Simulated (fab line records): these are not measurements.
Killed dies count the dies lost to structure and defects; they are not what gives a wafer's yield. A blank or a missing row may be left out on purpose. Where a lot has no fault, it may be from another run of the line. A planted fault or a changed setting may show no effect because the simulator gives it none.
What tool caused it?	flow n5Finfet	Sampling: 21 lots, 63 wafers, 6 of 1938 route steps

## WHAT THE GAUGES SHOWED, per wafer
N5_MOL_CONTACT_COAG_CD_MEAS_40: the cd target is 25.1 nm. Usual: cdNm at 25.07 nm, with a standard deviation of 0.25.
lot	measured	on	cdNm (nm)	flag
L074	day 5 06:43	cdSem-01	24.90 25.23 24.94	
L075	day 5 11:15	cdSem-01	24.56 24.81 25.04	
L077	day 5 23:25	cdSem-02	25.00 25.53 25.42	
L078	day 6 05:04	cdSem-02	25.10 24.95 24.92	
L079	day 6 09:04	cdSem-01	25.01 25.11 24.75	
L080	day 6 17:08	cdSem-02	25.46 25.26 24.74	
L081	day 6 23:44	cdSem-02	25.32 25.47 25.29	
L082	day 7 03:32	cdSem-01	24.82 25.05 25.46	
L083	day 7 07:52	cdSem-02	25.23 24.86 25.08	
L084	day 7 16:56	cdSem-02	24.89 24.87 24.96	
L087	day 8 09:02	cdSem-02	25.06 25.14 25.00	
L088	day 8 16:40	cdSem-03	25.58 25.40 25.21	
L086	day 8 22:20	cdSem-02	25.31 25.42 25.23	
L089	day 9 03:10	cdSem-03	24.93 25.20 25.08	
L090	day 9 05:14	cdSem-02	24.97 24.89 25.09	
L091	day 9 14:41	cdSem-03	24.67 24.86 25.03	
L093	day 9 23:19	cdSem-03	24.64 24.65 25.12	
L092	day 10 00:15	cdSem-03	25.02 25.48 25.14	
L094	day 10 13:07	cdSem-02	24.81 25.37 25.10	
L095	day 10 13:43	cdSem-01	24.84 24.99 25.54	
L096	day 10 20:21	cdSem-01	25.22 24.57 25.15	

## WHICH TOOL RAN EACH LOT (tool, then ch and the chambers of the sampled wafers, then the start)
lot	N5_MOL_CONTACT_COAG_DESCUM_13	N5_MOL_CONTACT_COAG_ETCH_59	N5_MOL_CONTACT_COAG_STRIP_98	N5_MOL_CONTACT_COAG_CMP_23	N5_MOL_CONTACT_COAG_VIA_ETCH_46
L074	rieDiel-02 ch 0,3, day 4 20:11	rieDiel-02 ch 0,3, day 4 20:13	rieDiel-02 ch 0,3, day 4 20:31	cmp-02 ch 0,2,3, day 5 01:08	rieDiel-02 ch 2,3, day 5 05:56
L075	rieDiel-06 ch 0,2,3, day 4 23:01	rieDiel-06 ch 0,2,3, day 4 23:04	rieDiel-06 ch 0,2,3, day 4 23:21	cmp-03 ch 2,3, day 5 05:23	rieDiel-06 ch 0,1,2, day 5 10:36
L077	rieDiel-02 ch 0,1,2, day 5 11:53	rieDiel-02 ch 0,1,2, day 5 11:55	rieDiel-02 ch 0,1,2, day 5 12:13	cmp-02 ch 1,2, day 5 17:46	rieDiel-03 ch 1,2, day 5 22:38
L078	rieDiel-03 ch 0,1,3, day 5 14:59	rieDiel-03 ch 0,1,3, day 5 15:01	rieDiel-03 ch 0,1,3, day 5 15:19	cmp-04 ch 2,3, day 6 00:15	rieDiel-02 ch 1,2,3, day 6 04:24
L079	rieDiel-06 ch 0,2,3, day 5 22:09	rieDiel-06 ch 0,2,3, day 5 22:11	rieDiel-06 ch 0,2,3, day 5 22:29	cmp-04 ch 0,2,3, day 6 04:02	rieDiel-06 ch 0,1,2, day 6 08:18
L080	rieDiel-06 ch 1,2,3, day 6 03:10	rieDiel-06 ch 1,2,3, day 6 03:12	rieDiel-06 ch 1,2,3, day 6 03:29	cmp-02 ch 1,2, day 6 12:04	rieDiel-03 ch 0,3, day 6 16:22
L081	rieDiel-03 ch 0,1, day 6 09:26	rieDiel-03 ch 0,1, day 6 09:28	rieDiel-03 ch 0,1, day 6 09:46	cmp-02 ch 0,1, day 6 18:55	rieDiel-06 ch 0,3, day 6 23:04
L082	rieDiel-02 ch 0,2, day 6 14:14	rieDiel-02 ch 0,2, day 6 14:16	rieDiel-02 ch 0,2, day 6 14:33	cmp-02 ch 0,1,2, day 6 22:14	rieDiel-03 ch 1,2,3, day 7 02:51
L083	rieDiel-02 ch 1,2, day 6 22:08	rieDiel-02 ch 1,2, day 6 22:11	rieDiel-02 ch 1,2, day 6 22:37	cmp-02 ch 0,1,2, day 7 02:40	rieDiel-06 ch 1,2,3, day 7 06:56
L084	rieDiel-03 ch 1,2,3, day 7 05:19	rieDiel-03 ch 1,2,3, day 7 05:20	rieDiel-03 ch 1,2,3, day 7 05:38	cmp-04 ch 1,2,3, day 7 11:28	rieDiel-03 ch 0,1,2, day 7 16:08
L087	rieDiel-06 ch 1,2,3, day 7 22:18	rieDiel-06 ch 1,2,3, day 7 22:20	rieDiel-06 ch 1,2,3, day 7 22:37	cmp-02 ch 0,3, day 8 03:59	rieDiel-06 ch 0,2, day 8 08:16
L088	rieDiel-03 ch 0,2, day 8 04:22	rieDiel-03 ch 0,2, day 8 04:23	rieDiel-03 ch 0,2, day 8 04:41	cmp-03 ch 0,1,2, day 8 10:50	rieDiel-03 ch 0,2,3, day 8 16:00
L086	rieDiel-02 ch 0,1,3, day 8 06:05	rieDiel-02 ch 0,1,3, day 8 06:07	rieDiel-02 ch 0,1,3, day 8 06:25	cmp-04 ch 1,2,3, day 8 13:47	rieDiel-02 ch 1,2,3, day 8 21:40
L089	rieDiel-03 ch 1,2, day 8 12:11	rieDiel-03 ch 1,2, day 8 12:13	rieDiel-03 ch 1,2, day 8 12:31	cmp-03 ch 0,2,3, day 8 17:52	rieDiel-03 ch 0,3, day 9 02:23
L090	rieDiel-03 ch 0,1,3, day 8 17:12	rieDiel-03 ch 0,1,3, day 8 17:14	rieDiel-03 ch 0,1,3, day 8 17:32	cmp-02 ch 0,1,3, day 8 23:20	rieDiel-03 ch 1,2, day 9 04:20
L091	rieDiel-02 ch 1,3, day 9 02:52	rieDiel-02 ch 1,3, day 9 02:53	rieDiel-02 ch 1,3, day 9 03:11	cmp-02 ch 0,2,3, day 9 08:54	rieDiel-02 ch 2,3, day 9 13:54
L093	rieDiel-03 ch 0,1,3, day 9 12:33	rieDiel-03 ch 0,1,3, day 9 12:35	rieDiel-03 ch 0,1,3, day 9 12:52	cmp-03 ch 0,1,2, day 9 18:16	rieDiel-03 ch 0,2,3, day 9 22:40
L092	rieDiel-03 ch 1,2,3, day 9 13:47	rieDiel-03 ch 1,2,3, day 9 13:50	rieDiel-03 ch 1,2,3, day 9 14:07	cmp-04 ch 0,1,2, day 9 18:15	rieDiel-03 ch 0,1,3, day 9 23:33
L094	rieDiel-03 ch 0,3, day 9 23:43	rieDiel-03 ch 0,3, day 9 23:45	rieDiel-03 ch 0,3, day 10 00:02	cmp-03 ch 0,2, day 10 07:49	rieDiel-02 ch 1,2, day 10 12:20
L095	rieDiel-06 ch 0,2,3, day 10 01:08	rieDiel-06 ch 0,2,3, day 10 01:11	rieDiel-06 ch 0,2,3, day 10 01:28	cmp-02 ch 2,3, day 10 08:09	rieDiel-06 ch 0,3, day 10 13:03
L096	rieDiel-02 ch 1,2, day 10 09:42	rieDiel-02 ch 1,2, day 10 09:44	rieDiel-02 ch 1,2, day 10 10:02	cmp-02 ch 1,2,3, day 10 15:19	rieDiel-03 ch 0,2,3, day 10 19:40
- N5_MOL_CONTACT_COAG_DESCUM_13: chemistry O2, time 7 s.
- N5_MOL_CONTACT_COAG_ETCH_59: etches underlayer in N2/H2, target depth 13 nm, time 10.4 s.
- N5_MOL_CONTACT_COAG_STRIP_98: strips in N2/H2.
- N5_MOL_CONTACT_COAG_CMP_23: polishes, stops on SiO2, t overpolish 1.5 s, target thk 0 nm.
- N5_MOL_CONTACT_COAG_VIA_ETCH_46: etches SiO2 in C4F6/O2, target depth 46 nm, overetch 9.2 nm, time 40 s.

## WHAT THE TOOLS THEMSELVES READ (means of the sampled wafers that have a number; where no wafer has one, the mark that the record gives instead)
N5_MOL_CONTACT_COAG_DESCUM_13. Usual: drypumpMotorCurrentA 5.8 A, standard deviation 0.43; oesProductAu 0.77 a.u., standard deviation 0.082; rfVppV 243.2 V, standard deviation 1.5; showerheadPlenumPTorr 2.11 Torr, standard deviation 0.09; throttleValvePct 20.51 %, standard deviation 0.24.
lot	tool	drypumpMotorCurrentA (A)	oesProductAu (a.u.)	rfVppV (V)	showerheadPlenumPTorr (Torr)	throttleValvePct (%)	flag
L074	rieDiel-02	6.1	0.68	244.3	2.16	20.90	
L075	rieDiel-06	5.4	0.76	242.9	2.07	20.62	
L077	rieDiel-02	6.1	0.75	244.1	2.19	20.66	
L078	rieDiel-03	5.8	0.75	243.2	2.09	20.43	
L079	rieDiel-06	5.4	0.75	242.9	2.07	20.63	
L080	rieDiel-06	5.7	0.75	242.2	2.03	20.66	
L081	rieDiel-03	5.6	0.78	245.1	2.16	20.33	
L082	rieDiel-02	6.2	0.84	243.6	2.16	20.64	
L083	rieDiel-02	6.0	0.80	244.7	2.21	20.37	
L084	rieDiel-03	5.8	0.75	243.2	2.06	20.33	
L087	rieDiel-06	5.7	0.73	242.1	2.03	20.68	
L088	rieDiel-03	6.0	0.74	242.1	2.03	20.40	
L086	rieDiel-02	5.9	0.90	244.6	2.18	20.37	
L089	rieDiel-03	5.6	0.76	243.4	2.12	20.24	
L090	rieDiel-03	5.9	0.74	243.5	2.08	20.48	
L091	rieDiel-02	5.9	0.85	243.9	2.20	20.25	
L093	rieDiel-03	5.9	0.72	242.2	2.08	20.49	
L092	rieDiel-03	5.8	0.72	242.4	2.05	20.38	
L094	rieDiel-03	6.1	0.70	241.6	2.02	20.62	
L095	rieDiel-06	5.4	0.81	242.6	2.05	20.55	
L096	rieDiel-02	6.0	0.85	244.6	2.20	20.32	

N5_MOL_CONTACT_COAG_ETCH_59. Usual: drypumpMotorCurrentA 5.8 A, standard deviation 0.43; etchRfOnTimeS 10.49 s, standard deviation 0.26; oesProductAu 0.66 a.u., standard deviation 0.069; rfVppV 524 V, standard deviation 3.1; showerheadPlenumPTorr 2.55 Torr, standard deviation 0.11; throttleValvePct 17.88 %, standard deviation 0.23.
lot	tool	drypumpMotorCurrentA (A)	etchRfOnTimeS (s)	oesProductAu (a.u.)	rfVppV (V)	showerheadPlenumPTorr (Torr)	throttleValvePct (%)	flag
L074	rieDiel-02	6.1	10.83	0.58	526	2.60	18.16	
L075	rieDiel-06	5.4	10.41	0.65	523	2.51	18.01	
L077	rieDiel-02	6.1	10.67	0.64	526	2.65	17.96	
L078	rieDiel-03	5.9	10.37	0.65	524	2.54	17.80	
L079	rieDiel-06	5.4	10.42	0.65	522	2.50	18.02	
L080	rieDiel-06	5.7	10.61	0.64	521	2.47	18.06	
L081	rieDiel-03	5.6	10.40	0.66	526	2.62	17.66	
L082	rieDiel-02	6.2	10.70	0.73	526	2.60	17.86	
L083	rieDiel-02	6.0	10.75	0.68	527	2.68	17.74	
L084	rieDiel-03	5.8	10.23	0.64	522	2.50	17.77	
L087	rieDiel-06	5.7	10.56	0.62	522	2.46	18.10	
L088	rieDiel-03	6.0	10.45	0.63	522	2.45	17.81	
L086	rieDiel-02	6.0	10.49	0.76	527	2.63	17.67	
L089	rieDiel-03	5.6	10.26	0.65	525	2.57	17.65	
L090	rieDiel-03	5.8	10.34	0.63	523	2.52	17.86	
L091	rieDiel-02	5.9	10.71	0.73	527	2.66	17.62	
L093	rieDiel-03	5.9	10.36	0.62	523	2.52	17.85	
L092	rieDiel-03	5.8	10.36	0.61	523	2.49	17.82	
L094	rieDiel-03	6.0	10.46	0.60	522	2.44	18.01	
L095	rieDiel-06	5.4	10.25	0.69	522	2.49	17.95	
L096	rieDiel-02	6.0	10.56	0.72	527	2.67	17.67	

N5_MOL_CONTACT_COAG_STRIP_98. Usual: drypumpMotorCurrentA 5.8 A, standard deviation 0.43; oesProductAu 0.77 a.u., standard deviation 0.083; rfVppV 54.1 V, standard deviation 1.3; showerheadPlenumPTorr 3.37 Torr, standard deviation 0.14; throttleValvePct 18.9 %, standard deviation 0.33.
lot	tool	drypumpMotorCurrentA (A)	oesProductAu (a.u.)	rfVppV (V)	showerheadPlenumPTorr (Torr)	throttleValvePct (%)	flag
L074	rieDiel-02	6.1	0.68	53.1	3.44	19.0	
L075	rieDiel-06	5.4	0.76	54.4	3.31	19.2	
L077	rieDiel-02	6.1	0.75	54.8	3.49	18.8	
L078	rieDiel-03	5.9	0.75	54.6	3.35	18.8	
L079	rieDiel-06	5.4	0.75	54.2	3.31	19.2	
L080	rieDiel-06	5.7	0.75	53.7	3.26	19.1	
L081	rieDiel-03	5.7	0.77	53.9	3.45	18.6	
L082	rieDiel-02	6.3	0.85	55.5	3.44	18.7	
L083	rieDiel-02	6.0	0.81	53.6	3.54	18.7	
L084	rieDiel-03	5.8	0.75	55.2	3.30	18.8	
L087	rieDiel-06	5.8	0.73	53.1	3.25	19.1	
L088	rieDiel-03	6.0	0.74	53.7	3.25	18.9	
L086	rieDiel-02	6.0	0.89	54.1	3.47	18.7	
L089	rieDiel-03	5.6	0.76	53.1	3.40	18.6	
L090	rieDiel-03	5.9	0.74	53.5	3.33	18.9	
L091	rieDiel-02	5.8	0.86	54.9	3.51	18.7	
L093	rieDiel-03	5.9	0.72	53.9	3.33	18.9	
L092	rieDiel-03	5.8	0.72	52.8	3.29	18.9	
L094	rieDiel-03	6.0	0.69	54.8	3.23	19.2	
L095	rieDiel-06	5.4	0.81	55.1	3.28	19.1	
L096	rieDiel-02	6.0	0.85	53.6	3.51	18.6	

N5_MOL_CONTACT_COAG_CMP_23. Usual: edgeZonePressureFrac 1.000, standard deviation 0.0053; motorCurrentA 7.4 A, standard deviation 0.88; overpolishRunS 1.500 s, standard deviation 0.0091; timeToEndpointS 9.6 s, standard deviation 2.6.
lot	tool	edgeZonePressureFrac	motorCurrentA (A)	overpolishRunS (s)	timeToEndpointS (s)	flag
L074	cmp-02	1.002	6.9	1.499	10.4	
L075	cmp-03	0.995	8.0	1.501	9.2	
L077	cmp-02	1.003	6.5	1.504	9.9	
L078	cmp-04	1.003	7.6	1.496	14.9	
L079	cmp-04	0.996	8.1	1.498	11.2	
L080	cmp-02	0.999	6.3	1.507	12.0	
L081	cmp-02	1.002	6.5	1.506	7.2	
L082	cmp-02	0.998	6.2	1.498	9.2	
L083	cmp-02	0.997	6.3	1.511	7.9	
L084	cmp-04	1.005	7.4	1.501	11.0	
L087	cmp-02	1.001	7.5	1.505	5.5	
L088	cmp-03	0.996	7.5	1.502	10.6	
L086	cmp-04	1.000	7.5	1.507	13.0	
L089	cmp-03	0.997	7.7	1.495	12.3	
L090	cmp-02	1.006	7.2	1.504	7.6	
L091	cmp-02	1.006	7.1	1.495	10.1	
L093	cmp-03	0.993	7.7	1.500	9.7	
L092	cmp-04	0.999	7.7	1.501	8.0	
L094	cmp-03	1.003	8.0	1.504	9.6	
L095	cmp-02	0.995	7.9	1.504	8.2	
L096	cmp-02	0.999	7.1	1.498	5.0	

N5_MOL_CONTACT_COAG_VIA_ETCH_46. Usual: drypumpMotorCurrentA 5.8 A, standard deviation 0.4; mfcArSccm 300.0 sccm, standard deviation 0.94; oesProductAu 0.69 a.u., standard deviation 0.067; rfVppV 1592 V, standard deviation 36; showerheadPlenumPTorr 2.83 Torr, standard deviation 0.1; throttleValvePct 41.0 %, standard deviation 0.36.
lot	tool	drypumpMotorCurrentA (A)	mfcArSccm (sccm)	oesProductAu (a.u.)	rfVppV (V)	showerheadPlenumPTorr (Torr)	throttleValvePct (%)	flag
L074	rieDiel-02	5.4	299.5	0.63	1633	2.92	41.4	
L075	rieDiel-06	5.4	300.2	0.64	1592	2.85	41.1	
L077	rieDiel-03	5.8	300.3	0.69	1563	2.80	40.7	
L078	rieDiel-02	5.7	299.7	0.67	1625	2.95	41.1	
L079	rieDiel-06	5.4	300.1	0.63	1592	2.85	41.1	
L080	rieDiel-03	6.1	299.6	0.67	1607	2.79	40.9	
L081	rieDiel-06	5.6	300.5	0.67	1562	2.75	41.4	
L082	rieDiel-03	5.8	299.9	0.66	1562	2.80	40.8	
L083	rieDiel-06	5.7	300.0	0.66	1585	2.76	41.2	
L084	rieDiel-03	5.8	300.0	0.67	1592	2.83	40.6	
L087	rieDiel-06	5.1	300.6	0.74	1600	2.85	41.0	
L088	rieDiel-03	6.0	299.4	0.66	1578	2.75	41.0	
L086	rieDiel-02	5.7	300.7	0.82	1624	2.94	41.0	
L089	rieDiel-03	6.1	300.4	0.66	1607	2.78	40.9	
L090	rieDiel-03	5.6	299.1	0.67	1575	2.87	40.5	
L091	rieDiel-02	5.5	301.6	0.83	1616	2.90	41.2	
L093	rieDiel-03	6.0	299.4	0.64	1577	2.74	41.0	
L092	rieDiel-03	5.8	299.4	0.64	1589	2.82	40.8	
L094	rieDiel-02	6.0	299.2	0.76	1615	2.95	40.9	
L095	rieDiel-06	5.7	300.5	0.74	1560	2.73	41.4	
L096	rieDiel-03	6.0	299.9	0.63	1577	2.74	41.0	

## THE ANSWER, worked out from the rows above alone
Rule: lot off if the mean of its wafers having a number is beyond 3 standard deviations from the usual mean. A lot without any number at a reading at which 4 lots or more have one is off too. All remaining lots with rows at the step are treated as sound. Order of review: gauges by route order, followed by the tools' own readings, for which a lot's mean as printed above is used. The first step at which some lot is off is used, and at that step the reading that is off furthest; a lot without a number counts as furthest.
None of the lots is off at any reading shown; this tells nothing.

## WHAT HAD BEEN PUT IN BY THE SIMULATOR
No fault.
